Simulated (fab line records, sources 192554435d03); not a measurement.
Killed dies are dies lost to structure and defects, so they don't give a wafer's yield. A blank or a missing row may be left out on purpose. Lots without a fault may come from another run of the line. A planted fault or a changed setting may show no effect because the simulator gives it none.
Problem report in the 8D (eight disciplines) form, filled by code | flow n5_finfet | the parts of the form that need people (team, actions taken, sign-off) are left out

1. THE PROBLEM
killed_at_front_end at N5_PASSIVATION_PROBE_49 reads a mean of 128 on 3 wafers of 1 lot; wafers without a fault read 41 with a standard deviation of 12. That is +7.2 standard deviations from the usual mean.
First seen on wafer L647.2, day 14 23:40, on prober-02. The record holds 21 wafers of 7 lots with a number at this step. Rule for "out", or "out of limits": more than 4 standard deviations from the usual mean. The other wafers with a number count as sound.

2. WHAT IT IS AND WHAT IT IS NOT
question                    | is                                                                                       | is not
which readings at this step | killed_at_front_end, defect_limited_yield, killed_dies, sort_bin_5_function, sort_n_pass | killed_at_M0_to_M3, killed_at_M4_up, killed_at_contacts, killed_at_other, killed_open, killed_short, sort_bin_8_speed
which lots                  | L647                                                                                     | L640, L642, L653, L654, L657, L660
which wafers of those lots  | all that have a number                                                                   | -
read on which tools         | prober-02                                                                                | prober-01
when                        | from day 14 23:40                                                                        | up to then (6 sound wafers); but 12 sound wafers of L653, L654, L657, L660 came after

3. SUSPECTS, AND WHAT RULES EACH OUT
Counting: a tool at a process step up to the reading stays a suspect if it ran every lot that is out and no sound lot after the first of them.
- rie_diel-02 at N5_HKMG_FIN_ETCH_58 (etches SOC in N2/H2, target depth 215.8 nm, time 741 s): ruled out as a lasting fault. Sound lots L660 ran on it after its first lot that is out, L647 (day 6 13:40).
- rie_diel-01 at N5_PASSIVATION_PASS_ETCH_47 (etches SiNx in CF4/O2, target depth 770 nm, time 385 s): ruled out as a lasting fault. Sound lots L657 ran on it after its first lot that is out, L647 (day 14 20:35).
- rie_diel-01 at N5_PASSIVATION_ETCH_54 (etches SiO2 in CHF3/O2, target depth 880 nm, time 440 s): ruled out as a lasting fault. Sound lots L657 ran on it after its first lot that is out, L647 (day 14 20:49).
- rie_diel-01 at N5_PASSIVATION_STRIP_48 (strips in O2): ruled out as a lasting fault. Sound lots L657 ran on it after its first lot that is out, L647 (day 14 21:06).
- prober-02 at N5_PASSIVATION_PROBE_49: ruled out as a lasting fault. Sound lots L653, L654, L660 ran on it after its first lot that is out, L647 (day 14 23:40).
Left after counting: nothing in the record.

4. THE CAUSE (what the simulator had put in)
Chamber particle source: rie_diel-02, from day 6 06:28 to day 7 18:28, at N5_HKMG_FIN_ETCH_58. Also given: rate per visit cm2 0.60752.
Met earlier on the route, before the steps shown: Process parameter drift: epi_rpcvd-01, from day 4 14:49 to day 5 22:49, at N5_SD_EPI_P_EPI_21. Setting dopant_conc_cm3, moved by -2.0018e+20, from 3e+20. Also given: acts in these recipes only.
Counting ruled it out, wrongly: the rule takes a fault to strike every lot that its tool runs from its start on, and this one did not.

5. THE CHAIN OF EFFECTS, in route order
Each row: a reading whose mean over the struck wafers that have a number lies more than 3 standard deviations from the usual. Only readings for which the record gives a usual standard deviation are gone through. hours: the time from each lot's start at the first step in this table that gives one to its start at this step, as a median over the lots. sigmas: the change in usual standard deviations.
hours | step                    | reading              | usual  | on struck wafers | change | sigmas
0     | N5_PASSIVATION_PROBE_49 | defect_limited_yield | 91.2 % | 83.5             | -7.7   | -5.9
0     | N5_PASSIVATION_PROBE_49 | killed_at_front_end  | 41     | 128              | +87    | +7.2
0     | N5_PASSIVATION_PROBE_49 | killed_dies          | 104    | 194              | +90    | +5.6
0     | N5_PASSIVATION_PROBE_49 | sort_bin_5_function  | 5.1 %  | 10.8             | +5.7   | +6.6
0     | N5_PASSIVATION_PROBE_49 | sort_n_pass          | 1076   | 986              | -90    | -5.6
The process steps in it:
- N5_PASSIVATION_PROBE_49

6. WHAT WOULD HAVE CAUGHT IT SOONER
In this record the first reading out of limits was taken at day 14 23:40, 209 hours after the fault began at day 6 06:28.
Of the tool readings at N5_HKMG_FIN_ETCH_58 for which the record gives a usual standard deviation, none was out on any struck wafer, so an alarm limit of 4 standard deviations on them would not have fired.
